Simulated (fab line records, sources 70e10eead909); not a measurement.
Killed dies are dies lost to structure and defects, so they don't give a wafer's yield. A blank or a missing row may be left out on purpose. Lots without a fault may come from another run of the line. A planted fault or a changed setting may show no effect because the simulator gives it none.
Chamber matching | flow nand_harc | NHARC_P_M1_CMP_23 on cmp-03: 4 sister chambers
The step polishes, t overpolish 20 s, target thk 157.82 nm. 4 wafers are shown with their chamber, then 7 later ones without.

WAFERS WITH THEIR CHAMBER
wafer  | chamber | motor_current_A (A)
L090.3 | 2       | 11.6
L090.5 | 0       | 12.4
L090.1 | 1       | 12.0
L090.2 | 3       | 11.6

WAFERS WITHOUT THEIR CHAMBER
wafer  | motor_current_A (A)
L090.6 | 11.7
L091.1 | 11.4
L091.4 | 11.2
L091.5 | 12.0
L092.1 | 11.0
L092.2 | 13.2
L092.3 | 10.8

WHICH CHAMBER EACH WENT THROUGH
wafer  | from the rows above               | in truth
L090.6 | can't be placed: 2 or 3 or 1 or 0 | 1
L091.1 | can't be placed: 2 or 3 or 1 or 0 | 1
L091.4 | can't be placed: 2 or 3 or 1 or 0 | 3
L091.5 | can't be placed: 1 or 0 or 2 or 3 | 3
L092.1 | can't be placed: 2 or 3 or 1 or 0 | 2
L092.2 | can't be placed: 0 or 1 or 2 or 3 | 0
L092.3 | can't be placed: 2 or 3 or 1 or 0 | 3
Placed correctly: 0 of 7. Can't be placed from these rows: 7 (the true chamber is among the candidates in 7). Placed wrongly: 0.
How it was worked out, from the rows above alone: a wafer's distance from a chamber is the root of the sum, over the readings, of the square of ((its reading less the chamber's mean) divided by the reading's scatter). The wafer belongs to the nearest chamber; if the next one is less than 2 further off, it can't be placed. A chamber's mean is the mean of its shown wafers. The scatter: with one shown wafer a chamber, the root of the mean of the squares of how far each hidden wafer lies from its nearest shown one.
